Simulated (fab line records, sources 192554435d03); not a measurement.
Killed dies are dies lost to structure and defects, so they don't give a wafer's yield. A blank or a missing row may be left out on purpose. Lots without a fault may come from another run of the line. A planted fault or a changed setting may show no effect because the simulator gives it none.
A struck lot beside a sound one | flow n5_finfet | 22 steps out of a route of 1938
Sound: wafers L426.2, L426.3, L426.4. Struck: wafers L425.2, L425.3, L425.6. The cause comes at the end.
At each step with rows: each side's tool, then ch and its chambers, then its first start. Under that, the readings that differ: sound wafers | struck wafers | difference of the means | sigmas: that difference in standard deviations of wafers without a fault.
alike: readings whose means differ by less than 2 such deviations, and words and numbers that are the same on both sides. not compared: withheld readings, readings that some wafer has no value for, bounds like >300 that may hide the same value, and numbers for which the record gives no deviation and whose values overlap.
The two part at a step that has a row with sigmas, a row that says differs or no value, or rows on one side only. Numbers that don't overlap but have no deviation are shown without sigmas and don't part them. A reading that every wafer of one side lacks parts them only if that side has two wafers or more.

first, 8 steps without rows for these wafers: N5_BEOL_M10_PRE_CLEAN_55 (time 15 s); N5_BEOL_M10_DEP_56 (deposits SiCN from 3MS/NH3, target thk 15 nm, time 26.5 s); N5_BEOL_M11_ILD_DEP_00 (deposits SiCOH lowk from DEMS/porogen, target thk 308.51 nm, time 58 s); N5_BEOL_M11_CURE_71 (cures SiCOH lowk, time 240 s); N5_BEOL_M11_PECVD_70 (deposits SiO2 from TEOS/O2, target thk 20 nm, time 22.7 s); N5_BEOL_M11_HM_DEP_02 (deposits TiN, target thk 20 nm); N5_BEOL_M11_COAT_59 (time 60 s, resist thk 100 nm); N5_BEOL_M11_COAT_60 (time 60 s, resist thk 30 nm).
N5_BEOL_M11_COAT_05: resist thk 90 nm.
  sound on litho_track-02 ch 0, day 15 06:54; struck on litho_track-01 ch 0, day 15 10:28
  reading                                       | sound                | struck               | difference | sigmas
  spin_speed_rpm (rpm)                          | 1501.7 1500.7 1500.3 | 2058.7 2058.4 2058.0 | +557.5     | +99 or more
  model.CAR-ArF_of_BEOL_M11_COAT_05.thk_nm (nm) | 90 90 90             | 76.8 76.8 77         | -13.1      |
then, 6 steps without rows for these wafers: N5_BEOL_M11_EBR_07; N5_BEOL_M11_SOFTBAKE_06 (time 60 s); N5_BEOL_M11_EXPOSE_08 (exposes mask M11); N5_BEOL_M11_PEB_09 (peb time 60 s); N5_BEOL_M11_DEVELOP_10 (develop time 30 s); N5_BEOL_M11_DESCUM_16 (chemistry O2, time 7.9 s).
N5_BEOL_M11_ETCH_61: etches SiARC in CF4, target depth 39 nm, time 65 s.
  sound on rie_diel-04 ch 0,2,3, day 15 07:16; struck on rie_diel-04 ch 1,2,3, day 15 10:51
  reading                                       | sound          | struck       | difference | sigmas
  model.CAR-ArF_of_BEOL_M11_COAT_05.thk_nm (nm) | 55.4 55.4 55.4 | 42 42.2 42.4 | -13        |
  model.BEOL_M11.cd_offset_nm (nm)              | -0.6 -0.4 -0.2 | 1.2 1 0.8    | +1.4       |
  alike: drypump_motor_current_A, etch_rf_on_time_s, mfc_ar_sccm, oes_product_au, rf_vpp_V, showerhead_plenum_p_Torr, throttle_valve_pct
  not compared: rf_hours_counter_h
then, 3 steps without rows for these wafers: N5_BEOL_M11_ETCH_62 (etches SOC in N2/H2, target depth 110 nm, overetch 22 nm, time 165 s); N5_BEOL_M11_STRIP_68 (strips in N2/H2); N5_BEOL_M11_STRIP_67 (strips in CF4).
N5_BEOL_M11_HM_OPEN_17: chemistry Cl2/BCl3, target TiN, target depth 20 nm, overetch 6 nm.
  sound on rie_metal-02 ch 0,1, day 15 07:30; struck on rie_metal-02 ch 0,1, day 15 11:05
  reading                          | sound       | struck      | difference | sigmas
  model.BEOL_M11.cd_offset_nm (nm) | -0.8 -0.2 0 | 1.8 1.4 0.8 | +1.7       |
  alike: drypump_motor_current_A, mfc_ar_sccm, oes_product_au, throttle_valve_pct
  not compared: rf_hours_counter_h
then, 1 step without rows for these wafers: N5_BEOL_M11_STRIP_19 (strips in O2).
N5_PASSIVATION_PROBE_49:
  the record has rows for the sound wafers here (prober-01, day 17 13:53) and none for the struck ones

WHERE THEY PART
First at N5_BEOL_M11_COAT_05; last, within this record, at N5_PASSIVATION_PROBE_49.

WHY: what the simulator had put in
Process parameter drift: litho_track-01, from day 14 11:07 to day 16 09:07, at N5_BEOL_M11_COAT_05. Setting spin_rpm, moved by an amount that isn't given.
